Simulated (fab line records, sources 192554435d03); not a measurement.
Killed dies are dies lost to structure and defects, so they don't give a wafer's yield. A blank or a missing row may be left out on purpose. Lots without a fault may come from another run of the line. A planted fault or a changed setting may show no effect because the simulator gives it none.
Which tool did it? | flow n5_finfet | 10 lots, 30 wafers sampled, at 3 steps of a route of 1938

WHAT THE GAUGES READ, wafer by wafer
N5_BEOL_M9_THK_MEAS_01.
lot  | measured     | on            | M9_ILD_THK (nm)
L587 | day 10 05:40 | film_metro-01 | 268 264 262
L588 | day 10 16:21 | film_metro-02 | 263 270 274
L590 | day 10 22:22 | film_metro-01 | 265 266 269
L591 | day 11 08:17 | film_metro-01 | 263 265 268
L592 | day 11 15:35 | film_metro-01 | 262 263 264
L602 | day 13 18:34 | film_metro-02 | 349 266 277
L605 | day 14 17:30 | film_metro-02 | 268 264 265
L604 | day 14 18:16 | film_metro-01 | 263 271 270
L607 | day 15 05:58 | film_metro-02 | 265 269 270
L606 | day 15 16:55 | film_metro-02 | 267 267 272

WHICH TOOL RAN EACH LOT (tool, then ch and the chambers of the sampled wafers, then the start)
lot  | N5_BEOL_M8_ANNEAL_51             | N5_BEOL_M9_ILD_DEP_00
L587 | rtp_anneal-02 ch 0, day 10 04:16 | pecvd-01 ch 0,1,2, day 10 05:05
L588 | rtp_anneal-02 ch 0, day 10 14:43 | pecvd-04 ch 1,2, day 10 15:32
L590 | rtp_anneal-01 ch 0, day 10 20:51 | pecvd-01 ch 0,1,2, day 10 21:46
L591 | rtp_anneal-02 ch 0, day 11 06:59 | pecvd-01 ch 0,2, day 11 07:41
L592 | rtp_anneal-01 ch 0, day 11 14:02 | pecvd-04 ch 1,2, day 11 15:00
L602 | rtp_anneal-01 ch 0, day 13 16:59 | pecvd-01 ch 0,1,2, day 13 17:47
L605 | rtp_anneal-01 ch 0, day 14 16:07 | pecvd-04 ch 0,1,2, day 14 16:55
L604 | rtp_anneal-02 ch 0, day 14 16:53 | pecvd-04 ch 0,2, day 14 17:40
L607 | rtp_anneal-01 ch 0, day 15 04:35 | pecvd-04 ch 0,2, day 15 05:22
L606 | rtp_anneal-02 ch 0, day 15 14:45 | pecvd-02 ch 0,2, day 15 15:50
- N5_BEOL_M8_ANNEAL_51: time 90 s.
- N5_BEOL_M9_ILD_DEP_00: deposits SiCOH lowk from DEMS/porogen, target thk 308.51 nm, time 58 s.

THE ANSWER, worked out from the rows above alone
Rule: what is usual is taken from the lots themselves. Put in order of their means at a reading, lots are off if they are a third of the lots or fewer, leave a main group of 4 or more, and stand apart from it by a gap of 3 or more times the standard deviation of the main group's means; of several such gaps the widest counts. A main group whose means are all the same, to the digits that the tables above print for the reading, isn't used. A lot without any number at a reading at which 4 lots or more have one is off too. The other lots that the step has rows for count as sound.
Off: L602, at N5_BEOL_M9_THK_MEAS_01 (M9_ILD_THK). The main group: mean 267 nm, standard deviation 1.9.
A tool fits if, at a process step before that reading, it ran every lot that is off, and no sound lot after the first of them. The gauges at N5_BEOL_M9_THK_MEAS_01 are tried like those tools. One fits: pecvd-01 at N5_BEOL_M9_ILD_DEP_00. Its last sound lot is L591 (day 11 07:41), its first lot that is off L602 (day 13 17:47): a fault that began between those two fits.

WHAT THE SIMULATOR HAD PUT IN
Process parameter drift: pecvd-01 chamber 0, from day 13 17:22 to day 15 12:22, at N5_BEOL_M9_ILD_DEP_00. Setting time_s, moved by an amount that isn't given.
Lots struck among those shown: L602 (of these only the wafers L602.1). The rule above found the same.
